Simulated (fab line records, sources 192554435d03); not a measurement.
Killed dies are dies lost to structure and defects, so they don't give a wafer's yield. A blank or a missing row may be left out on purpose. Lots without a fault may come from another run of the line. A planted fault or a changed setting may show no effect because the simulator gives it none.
Split-lot experiment | flow n5_finfet | 7 lots, 21 wafers read, on a route of 1938 steps

THE SPLIT
At N5_ZERO_LAYER_ETCH_18 (etches Si in HBr/Cl2, target depth 120 nm, time 40 s), the setting icp_w was moved away from the recipe's 800 W on 3 of the 21 wafers read, by -14.5% to +10.9%. The other wafers ran this setting at the recipe's value.

The reading is taken at the split's own step.

THE READING
ZERO_LAYER.feature_depth_nm (the simulator's own value, which no gauge read), in nm, at N5_ZERO_LAYER_ETCH_18 (etches Si in HBr/Cl2, target depth 120 nm, time 40 s). The file gives no usual value for it. The 18 wafers here that ran the recipe average 120.1 nm, standard deviation 1.2 nm.

wafer  | tool, chamber at the split | icp_w as run, W | against the recipe | ZERO_LAYER.feature_depth_nm, nm | against lot-mates on the recipe
L076.2 | rie_si-02, 3               | 684.4           | -14.5%             | 111.3                           | -8.4
L076.4 | rie_si-02, 1               | 684.4           | -14.5%             | 113.3                           | -6.4
L076.6 | rie_si-02, 3               | 800             | recipe             | 119.7                           | -
L082.1 | rie_si-05, 0               | 800             | recipe             | 118.3                           | -
L082.2 | rie_si-05, 3               | 800             | recipe             | 120.3                           | -
L082.4 | rie_si-05, 2               | 800             | recipe             | 120.5                           | -
L085.2 | rie_si-03, 0               | 800             | recipe             | 119                             | -
L085.3 | rie_si-03, 3               | 887.6           | +10.9%             | 125.9                           | +7.2
L085.5 | rie_si-03, 1               | 800             | recipe             | 118.3                           | -
L090.1 | rie_si-05, 2               | 800             | recipe             | 121                             | -
L090.2 | rie_si-05, 1               | 800             | recipe             | 120.2                           | -
L090.6 | rie_si-05, 2               | 800             | recipe             | 122                             | -
L091.1 | rie_si-02, 3               | 800             | recipe             | 120.7                           | -
L091.4 | rie_si-02, 2               | 800             | recipe             | 119.5                           | -
L091.5 | rie_si-02, 3               | 800             | recipe             | 121.8                           | -
L095.4 | rie_si-02, 2               | 800             | recipe             | 120.2                           | -
L095.5 | rie_si-02, 0               | 800             | recipe             | 117.8                           | -
L095.6 | rie_si-02, 3               | 800             | recipe             | 121.7                           | -
L096.3 | rie_si-02, 2               | 800             | recipe             | 120.2                           | -
L096.5 | rie_si-02, 2               | 800             | recipe             | 120                             | -
L096.6 | rie_si-02, 3               | 800             | recipe             | 120.7                           | -

THE FIT
A straight line over all 21 wafers: ZERO_LAYER.feature_depth_nm changes by +0.537 nm for each +1% of icp_w; r = +0.92; the points scatter about the line by 1.2 nm.
The same after taking each lot's own level away (the mean of its wafers on the recipe; 21 wafers): +0.549 nm for each +1%; r = +0.94; scatter 1 nm.
On that fit, the largest move of icp_w shifts the reading by 7.9 nm.
The lots' own levels span 118.65 to 121.07 nm, that is 2.1 times the standard deviation above.
So the lot-to-lot level changes the slope little: the two slopes agree.
Check: with one of the wafers moved furthest among these (-14.5%) left out of the fit, the line predicts -7.44 nm for it against its lot-mates. It came out at -8.4 nm against them.

THE WHOLE CHAIN: every reading that the file lists as answering this split, in the file's order
step                  | what it does                                         | reading                                                                      | change (the file's fit)               | r (the file's)
N5_ZERO_LAYER_ETCH_18 | etches Si in HBr/Cl2, target depth 120 nm, time 40 s | etch.depth_nm (the simulator's own value, which no gauge read)               | +0.563 nm for each +1% of the setting | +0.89
N5_ZERO_LAYER_ETCH_18 | etches Si in HBr/Cl2, target depth 120 nm, time 40 s | ZERO_LAYER.feature_depth_nm (the simulator's own value, which no gauge read) | +0.563 nm for each +1% of the setting | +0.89

THE FILE'S OWN FIT
ZERO_LAYER.feature_depth_nm changes by +0.563 nm for each +1% of icp_w, r = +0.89.
